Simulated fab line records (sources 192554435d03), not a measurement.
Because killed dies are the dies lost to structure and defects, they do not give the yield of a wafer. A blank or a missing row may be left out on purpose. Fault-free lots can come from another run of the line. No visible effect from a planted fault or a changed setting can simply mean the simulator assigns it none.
Chamber matching | flow n5 finfet | rie diel-03 running N5_GATE_CUT_DESCUM_18: 4 sister chambers
The step chemistry O2, time 7 s. 4 wafers are shown with their chamber, then 11 later ones without.

WAFERS, EACH WITH ITS CHAMBER
wafer  | chamber | showerhead plenum p Torr (Torr)
L086.2 | 1       | 2.14
L086.3 | 2       | 2.00
L086.6 | 0       | 2.01
L090.1 | 3       | 2.02

WAFERS WITHOUT THEIR CHAMBER
wafer  | showerhead plenum p Torr (Torr)
L090.3 | 2.00
L090.4 | 2.00
L094.1 | 2.00
L094.5 | 2.00
L094.6 | 2.14
L096.1 | 1.99
L096.4 | 2.00
L096.5 | 2.02
L097.1 | 2.00
L097.3 | 1.99
L097.5 | 2.14

WHICH CHAMBER EACH WENT THROUGH
wafer  | from the rows above | in truth
L090.3 | 2                   | 2
L090.4 | 2                   | 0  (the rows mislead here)
L094.1 | 2                   | 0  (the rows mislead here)
L094.5 | 2                   | 2
L094.6 | 1                   | 1
L096.1 | 2                   | 2
L096.4 | 2                   | 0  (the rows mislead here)
L096.5 | 3                   | 3
L097.1 | 2                   | 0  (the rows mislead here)
L097.3 | 2                   | 2
L097.5 | 1                   | 1
7 of 11 placed correctly. Not placeable from these rows: 0. Number placed wrongly: 4.
How it was worked out, from the rows above alone: a wafer's distance from a chamber is the root of the sum, over the readings, of the square of ((its reading less the chamber's mean) divided by the reading's scatter). The wafer belongs to the nearest chamber; if the next one is less than 2 further off, it can't be placed. Each chamber's mean is taken over the wafers shown for it. The scatter: with one shown wafer a chamber, the root of the mean of the squares of how far each hidden wafer lies from its nearest shown one.
